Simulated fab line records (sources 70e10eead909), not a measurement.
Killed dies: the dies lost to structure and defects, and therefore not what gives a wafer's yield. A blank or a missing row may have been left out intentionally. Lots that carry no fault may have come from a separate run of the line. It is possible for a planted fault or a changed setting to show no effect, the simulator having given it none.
Matching of chambers / flow nandHarc / rieDiel-09 running NHARC_A_SLIT_DESCUM_14: 4 sister chambers
The step chemistry O2, time 3 s. 4 wafers are shown with their chamber, then 9 later ones without.

== WAFERS, EACH WITH ITS CHAMBER ==
wafer=L889.6; chamber=3; drypumpMotorCurrentA (A)=6.4
wafer=L890.2; chamber=2; drypumpMotorCurrentA (A)=5.9
wafer=L890.3; chamber=0; drypumpMotorCurrentA (A)=5.6
wafer=L890.5; chamber=1; drypumpMotorCurrentA (A)=5.8

== WAFERS WHOSE CHAMBER IS MISSING ==
wafer=L893.4; drypumpMotorCurrentA (A)=5.9
wafer=L893.5; drypumpMotorCurrentA (A)=5.6
wafer=L893.6; drypumpMotorCurrentA (A)=5.8
wafer=L897.1; drypumpMotorCurrentA (A)=5.7
wafer=L897.2; drypumpMotorCurrentA (A)=5.9
wafer=L897.5; drypumpMotorCurrentA (A)=6.3
wafer=L900.1; drypumpMotorCurrentA (A)=5.6
wafer=L900.4; drypumpMotorCurrentA (A)=5.8
wafer=L900.6; drypumpMotorCurrentA (A)=5.6

== CHAMBER TAKEN BY EACH ==
wafer=L893.4; from the rows above=2; in truth=2
wafer=L893.5; from the rows above=0; in truth=0
wafer=L893.6; from the rows above=1; in truth=1
wafer=L897.1; from the rows above=can't be placed: 1 or 0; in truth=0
wafer=L897.2; from the rows above=2; in truth=2
wafer=L897.5; from the rows above=3; in truth=3
wafer=L900.1; from the rows above=0; in truth=0
wafer=L900.4; from the rows above=1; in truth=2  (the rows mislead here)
wafer=L900.6; from the rows above=0; in truth=0
Correct placement for 7 of the 9. Not placeable from these rows: 1 (in 1, the candidates include the true chamber). 1 placed wrongly.
How it was worked out, from the rows above alone: a wafer's distance from a chamber is the root of the sum, over the readings, of the square of ((its reading less the chamber's mean) divided by the reading's scatter). If the next closest chamber is less than 2 further off than the closest, the wafer can't be placed; otherwise it belongs to the closest. The mean given for a chamber averages the wafers shown for that chamber. The scatter: root of mean squared gap, hidden wafer to nearest shown wafer, with one shown wafer a chamber.
